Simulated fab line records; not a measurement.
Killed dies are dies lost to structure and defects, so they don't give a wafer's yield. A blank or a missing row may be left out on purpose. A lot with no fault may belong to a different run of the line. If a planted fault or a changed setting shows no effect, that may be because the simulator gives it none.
Chamber matching :: flow n5-finfet :: cvd-co-01 running N5_BEOL_M2_CO_CAP_55: 3 sister chambers
The step material Co, precursor CCTBA/H2, target thk 2 nm, time 102.1 s. 3 wafers are shown with their chamber, then 10 later ones without.

== WAFERS WITH THEIR CHAMBER ==
wafer: L083.5
chamber: 0
heater-power-w (W): 221

wafer: L084.1
chamber: 1
heater-power-w (W): 270

wafer: L084.3
chamber: 2
heater-power-w (W): 222

== WAFERS WITHOUT THEIR CHAMBER ==
wafer: L084.6
heater-power-w (W): 266

wafer: L086.2
heater-power-w (W): 225

wafer: L086.5
heater-power-w (W): 227

wafer: L086.6
heater-power-w (W): 271

wafer: L087.3
heater-power-w (W): 268

wafer: L087.5
heater-power-w (W): 274

wafer: L087.6
heater-power-w (W): 223

wafer: L091.1
heater-power-w (W): 224

wafer: L091.5
heater-power-w (W): 278

wafer: L091.6
heater-power-w (W): 226

== EACH ONE'S CHAMBER ==
wafer: L084.6
from the rows above: 1
in truth: 1

wafer: L086.2
from the rows above: can't be placed: 2 or 0
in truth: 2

wafer: L086.5
from the rows above: can't be placed: 2 or 0
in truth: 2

wafer: L086.6
from the rows above: 1
in truth: 1

wafer: L087.3
from the rows above: 1
in truth: 1

wafer: L087.5
from the rows above: 1
in truth: 1

wafer: L087.6
from the rows above: can't be placed: 2 or 0
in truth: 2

wafer: L091.1
from the rows above: can't be placed: 2 or 0
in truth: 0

wafer: L091.5
from the rows above: 1
in truth: 1

wafer: L091.6
from the rows above: can't be placed: 2 or 0
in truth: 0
5 of 10 placed correctly. Can't be placed from these rows: 5 (the true chamber is among the candidates in 5). Wrongly placed: 0.
How it was worked out, from the rows above alone: a wafer's distance from a chamber is the root of the sum, over the readings, of the square of ((its reading less the chamber's mean) divided by the reading's scatter). The wafer belongs to the nearest chamber; if the next one is less than 2 further off, it can't be placed. For every chamber, the mean is computed from those of its wafers that are shown. The scatter: with one shown wafer a chamber, the root of the mean of the squares of how far each hidden wafer lies from its nearest shown one.
